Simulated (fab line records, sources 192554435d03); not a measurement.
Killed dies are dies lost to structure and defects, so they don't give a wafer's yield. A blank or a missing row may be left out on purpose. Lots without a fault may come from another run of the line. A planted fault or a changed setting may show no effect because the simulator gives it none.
Which tool did it? | flow n5_finfet | 10 lots, 30 wafers sampled, at 3 steps of a route of 1938

WHAT THE GAUGES READ, wafer by wafer
N5_BEOL_M15_THK_MEAS_01.
lot  | measured     | on            | M15_ILD_THK (nm)
L078 | day 14 10:03 | film_metro-02 | 1581 1612 1647
L080 | day 15 13:42 | film_metro-01 | 1627 1663 1668
L082 | day 16 08:10 | film_metro-02 | 1612 1604 1631
L084 | day 17 02:07 | film_metro-01 | 1596 1627 1608
L086 | day 17 06:29 | film_metro-02 | 1643 1611 1630
L090 | day 17 19:02 | film_metro-02 | 1625 1662 1679
L088 | day 18 18:16 | film_metro-02 | 1642 1646 1661
L095 | day 18 19:01 | film_metro-02 | 1620 1656 1660
L096 | day 19 02:42 | film_metro-01 | 1634 1642 1692
L097 | day 19 09:37 | film_metro-01 | 1622 1655 1675

WHICH TOOL RAN EACH LOT (tool, then ch and the chambers of the sampled wafers, then the start)
lot  | N5_BEOL_M14_TRENCH_ETCH_34         | N5_BEOL_M14_DEGAS_41
L078 | rie_diel-05 ch 1,3, day 14 07:24   | pvd_sputter-01, day 14 08:20
L080 | rie_diel-01 ch 0,3, day 15 10:49   | pvd_sputter-02, day 15 12:07
L082 | rie_diel-01 ch 0,1,3, day 16 03:53 | pvd_sputter-02, day 16 05:55
L084 | rie_diel-01 ch 0,1,2, day 16 22:44 | pvd_sputter-03, day 17 00:20
L086 | rie_diel-03 ch 1,3, day 17 01:46   | pvd_sputter-03, day 17 04:53
L090 | rie_diel-05 ch 0,1, day 17 13:48   | pvd_sputter-01, day 17 17:20
L088 | rie_diel-01 ch 0,1,2, day 18 10:59 | pvd_sputter-03, day 18 16:35
L095 | rie_diel-03 ch 2,3, day 18 14:45   | pvd_sputter-01, day 18 17:18
L096 | rie_diel-01 ch 0,2, day 18 23:44   | pvd_sputter-02, day 19 01:07
L097 | rie_diel-03 ch 0,2,3, day 19 05:01 | pvd_sputter-01, day 19 07:09
- N5_BEOL_M14_TRENCH_ETCH_34: etches SiO2 in C4F8/O2/Ar, target depth 556.65 nm, time 126.9 s.
- N5_BEOL_M14_DEGAS_41: time 60 s.

THE ANSWER, worked out from the rows above alone
Rule: what is usual is taken from the lots themselves. Put in order of their means at a reading, lots are off if they are a third of the lots or fewer, leave a main group of 4 or more, and stand apart from it by a gap of 3 or more times the standard deviation of the main group's means; of several such gaps the widest counts. A main group whose means are all the same, to the digits that the tables above print for the reading, isn't used. A lot without any number at a reading at which 4 lots or more have one is off too. The other lots that the step has rows for count as sound.
No lot is off at any reading shown: from this, nothing can be told.

WHAT THE SIMULATOR HAD PUT IN
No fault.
